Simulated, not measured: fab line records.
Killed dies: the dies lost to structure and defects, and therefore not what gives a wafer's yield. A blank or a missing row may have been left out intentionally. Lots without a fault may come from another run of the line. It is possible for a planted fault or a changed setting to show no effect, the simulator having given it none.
Commonality check across tools | flow n5_finfet | Lots sampled 11, wafers sampled 31

== REASON FOR OPENING ==
2 of 11 lots carry a flag on the reading RS_NWELL at N5_BEOL_M4_RC_MEAS_101. Fault-free wafers read 1038 ohm/sq, with a standard deviation of 6.5.
Rule: flag the lot when none of its wafers has a number, or when each of its wafers that has one lies beyond 4 standard deviations from that mean. As for the other lots, they are considered sound.

lot  | measured     | on        | RS_NWELL (ohm/sq), wafer by wafer | flag
L305 | day 9 10:20  | prober-01 | 1039 1034 1037                    |
L307 | day 9 10:26  | prober-02 | 1041 1033 1043                    |
L308 | day 9 17:47  | prober-01 | 1037 1036 1029                    |
L309 | day 9 19:14  | prober-02 | 1041 1048                         |
L311 | day 10 17:08 | prober-02 | 1043 1047                         |
L312 | day 10 17:44 | prober-01 | 1038 1050 1041                    |
L316 | day 11 21:34 | prober-01 | 1039 1034 1035                    |
L318 | day 12 22:19 | prober-01 | 996 998 994                       | FLAGGED
L323 | day 13 18:32 | prober-02 | 1046 1035 1034                    |
L324 | day 14 12:35 | prober-02 | 1000 993 998                      | FLAGGED
L326 | day 14 17:02 | prober-01 | 1032 1041 1032                    |
Average over the flagged lots: 996 ohm/sq; offset from the usual -42 ohm/sq, equal to -6 standard deviations.

== LOT BY LOT: THE TOOL USED ==
The record holds 2 process steps before the reading, out of a route of 1938 steps. In each cell: the tool, then ch and the chambers that the sampled wafers went through, then the start.
lot  | flag    | N5_WELL_APT_IMPLANT_14         | N5_WELL_APT_EPI_41
L305 |         | implanter-01 ch 0, day 1 13:47 | epi_rpcvd-03 ch 0, day 1 16:02
L307 |         | implanter-01 ch 0, day 2 01:49 | epi_rpcvd-02 ch 0, day 2 04:55
L308 |         | implanter-02 ch 0, day 2 08:45 | epi_rpcvd-01 ch 0, day 2 11:40
L309 |         | implanter-01 ch 0, day 2 13:56 | epi_rpcvd-02 ch 0, day 2 16:05
L311 |         | implanter-02 ch 0, day 3 02:02 | epi_rpcvd-03 ch 0, day 3 04:29
L312 |         | implanter-02 ch 0, day 3 08:04 | epi_rpcvd-02 ch 0, day 3 10:17
L316 |         | implanter-02 ch 0, day 4 08:04 | epi_rpcvd-03 ch 0, day 4 10:39
L318 | FLAGGED | implanter-02 ch 0, day 4 19:54 | epi_rpcvd-01 ch 0, day 4 22:19
L323 |         | implanter-01 ch 0, day 6 02:22 | epi_rpcvd-02 ch 0, day 6 04:40
L324 | FLAGGED | implanter-02 ch 0, day 6 08:22 | epi_rpcvd-01 ch 0, day 6 10:41
L326 |         | implanter-01 ch 0, day 6 20:08 | epi_rpcvd-02 ch 0, day 6 22:10
These steps, and what they do:
- N5_WELL_APT_IMPLANT_14
- N5_WELL_APT_EPI_41: deposits Si from SiH4/H2, target thk 50 nm, time 297.7 s.
- N5_BEOL_M4_RC_MEAS_101

== FLAGGED AGAINST TOTAL, ONE TOOL AT A TIME (gauges that did the reading follow at the end) ==
step                   | tool         | lots run | flagged | share of the flagged lots | sound lots run after its first flagged lot
N5_WELL_APT_IMPLANT_14 | implanter-01 | 5        | 0       | none                      | -
N5_WELL_APT_IMPLANT_14 | implanter-02 | 6        | 2       | all                       | 0
N5_WELL_APT_EPI_41     | epi_rpcvd-01 | 3        | 2       | all                       | 0
N5_WELL_APT_EPI_41     | epi_rpcvd-02 | 5        | 0       | none                      | -
N5_WELL_APT_EPI_41     | epi_rpcvd-03 | 3        | 0       | none                      | -
N5_BEOL_M4_RC_MEAS_101 | prober-01    | 6        | 1       | some                      | 1 (L326)
N5_BEOL_M4_RC_MEAS_101 | prober-02    | 5        | 1       | some                      | 0

== WHAT IS ALLOWED BY THE TABLE ==
Rows of the table that ran all the flagged lots, 2 in number: implanter-02 at N5_WELL_APT_IMPLANT_14; epi_rpcvd-01 at N5_WELL_APT_EPI_41.
- implanter-02 at N5_WELL_APT_IMPLANT_14: 2 of its 6 lots flagged. It ran its last sound lot, L316, at day 4 08:04 and its first flagged lot, L318, at day 4 19:54: a fault with its onset between the two fits. Its own readings (dose_ions_cm2) fall more than 4 standard deviations out on all wafers of the flagged lots.
- epi_rpcvd-01 at N5_WELL_APT_EPI_41: 2 of its 3 lots flagged. It ran its last sound lot, L308, at day 2 11:40 and its first flagged lot, L318, at day 4 22:19: a fault with its onset between the two fits.
These 2 tools cannot be told apart by counting lots, since each of them fits a fault that started at some hour. More lots, or a look at what each step does to the wafer, might.

== WHAT THE SIMULATOR HAD PUT IN ==
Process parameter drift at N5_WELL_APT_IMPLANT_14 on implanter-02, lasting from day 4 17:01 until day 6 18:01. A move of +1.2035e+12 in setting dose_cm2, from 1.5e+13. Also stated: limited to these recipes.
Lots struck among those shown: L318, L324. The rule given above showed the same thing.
